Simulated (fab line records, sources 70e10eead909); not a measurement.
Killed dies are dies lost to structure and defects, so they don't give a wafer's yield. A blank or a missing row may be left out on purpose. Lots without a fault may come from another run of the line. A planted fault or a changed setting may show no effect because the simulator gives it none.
Chamber matching | flow nand_harc | NHARC_A_CHANNEL_HOLE_D1_DEP_01 on pecvd-03: 3 sister chambers
The step deposits SiON, target thk 140 nm. 16 wafers are shown with their chamber, then 8 later ones without.

WAFERS WITH THEIR CHAMBER
wafer  | chamber | heater_power_w (W)
L643.1 | 1       | 770
L643.2 | 2       | 838
L643.6 | 0       | 660
L642.1 | 2       | 843
L642.3 | 1       | 845
L642.5 | 1       | 859
L644.3 | 1       | 753
L644.4 | 2       | 692
L644.6 | 1       | 771
L646.2 | 0       | 655
L646.3 | 1       | 765
L646.4 | 0       | 549
L649.1 | 2       | 816
L649.2 | 0       | 588
L649.5 | 0       | 601
L650.1 | 2       | 790

SIGNATURES (means of the wafers above)
reading        | chamber 0 | chamber 1 | chamber 2 | scatter within a chamber
heater_power_w | 610.60    | 793.83    | 795.80    | 51.5
Rule: a wafer's distance from a chamber is the root of the sum, over the readings, of the square of ((its reading less the chamber's mean) divided by the reading's scatter). The wafer belongs to the nearest chamber; if the next one is less than 2 further off, it can't be placed. The scatter: the root of (the sum of the squares of (reading less its chamber's mean) over the shown wafers, divided by (wafers less chambers)).

WAFERS WITHOUT THEIR CHAMBER
wafer  | heater_power_w (W)
L650.5 | 784
L650.6 | 636
L656.1 | 624
L656.3 | 847
L656.5 | 851
L663.1 | 816
L663.3 | 702
L663.4 | 680

WHICH CHAMBER EACH WENT THROUGH
wafer  | from the rows above          | in truth
L650.5 | can't be placed: 1 or 2      | 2
L650.6 | 0                            | 0
L656.1 | 0                            | 0
L656.3 | can't be placed: 2 or 1      | 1
L656.5 | can't be placed: 2 or 1      | 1
L663.1 | can't be placed: 2 or 1      | 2
L663.3 | can't be placed: 0 or 1 or 2 | 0
L663.4 | can't be placed: 0 or 1 or 2 | 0
Placed correctly: 2 of 8. Can't be placed from these rows: 6 (the true chamber is among the candidates in 6). Placed wrongly: 0.
